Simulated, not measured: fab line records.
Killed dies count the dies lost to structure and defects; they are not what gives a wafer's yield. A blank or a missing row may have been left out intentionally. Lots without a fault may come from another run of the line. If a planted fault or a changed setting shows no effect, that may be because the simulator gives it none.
Problem report in the 8D (eight disciplines) form, filled by code / flow nand harc / the parts of the form that need people (team, actions taken, sign-off) are left out

## 1. THE ISSUE
Wafers without a fault read 496.4 s, standard deviation 0.51; run length s at NHARC_A_CONTACT_ETCH_76 reads a mean of 396.6 s on 2 wafers belonging to 2 lots. So: -99 or more standard deviations from the usual mean.
The step: etches the open film in N2/H2, target depth 260 nm, time 475.3 s.
The first sign was on wafer L215.3 at day 21 15:08, on rie diel-04. At this step, 39 wafers from 13 lots have a number in the record. Rule for "out", or "out of limits": more than 4 standard deviations from the usual mean. The rest of the wafers with a number are treated as sound.

## 2. WHAT THIS IS AND IS NOT
question=which readings at this step | is=run length s | is not=drypump motor current A, oes product au, rf vpp V, showerhead plenum p Torr
question=which lots | is=L215, L216 | is not=L196, L197, L198, L199, L200, L202, L204, L205, L206, L211, L218
question=which wafers of those lots | is=L215.3, L216.3 | is not=L215.1, L215.6, L216.1, L216.5
question=read on which tools | is=rie diel-04 | is not=rie diel-06, rie diel-08
question=when | is=from day 21 15:08 | is not=up to then (32 sound wafers); but 5 sound wafers of L216, L218 came after

## 3. SUSPECTS, AND WHAT RULES EACH OUT
Counting: any tool at a process step up to the reading remains a suspect provided it ran every lot that is out. Sound lots after the first of them don't rule it out here, since some wafers of a struck lot are sound.
- rie diel-04 at NHARC_A_CONTACT_ETCH_76 (etches the open film in N2/H2, target depth 260 nm, time 475.3 s): kept. Every lot that is out went through it, the first being L215 (day 21 15:08); the last sound lot it ran before that was L199 (day 17 13:46). On those wafers its own readings are out: run length s.
- In rie diel-04 at NHARC_A_CONTACT_ETCH_76, the wafers that are out were processed in chamber 2 and their sound lot-mates in chambers 0, 1.
The count leaves rie diel-04 at NHARC_A_CONTACT_ETCH_76.

## 4. THE CAUSE (what the simulator had put in)
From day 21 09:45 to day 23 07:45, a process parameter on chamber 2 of rie diel-04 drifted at NHARC_A_CONTACT_ETCH_76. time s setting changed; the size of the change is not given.
Counting left only this tool.

## 5. THE CHAIN OF EFFECTS, in route order
One row per reading whose mean, taken over the struck wafers that have a number, lies over 3 standard deviations from the usual. Only readings whose record carries a usual standard deviation are examined. hours: median over the lots of the time between each lot's start at the first step of this table that gives one and its start at this step. sigmas: the change, counted in usual standard deviations.
hours=0; step=NHARC_A_CONTACT_ETCH_76; reading=run length s; usual=496.4 s; on struck wafers=396.6; change=-99.8; sigmas=-99 or more
Process steps it contains:
- NHARC_A_CONTACT_ETCH_76: etches the open film in N2/H2, target depth 260 nm, time 475.3 s.
Readings that are blank on the struck wafers while sound wafers have them: rf fwd power W at NHARC_A_CONTACT_ETCH_76.

## 6. WHAT WOULD HAVE CAUGHT IT SOONER
In this record the first reading out of limits was taken at day 21 15:08, 5 hours after the fault began at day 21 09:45.
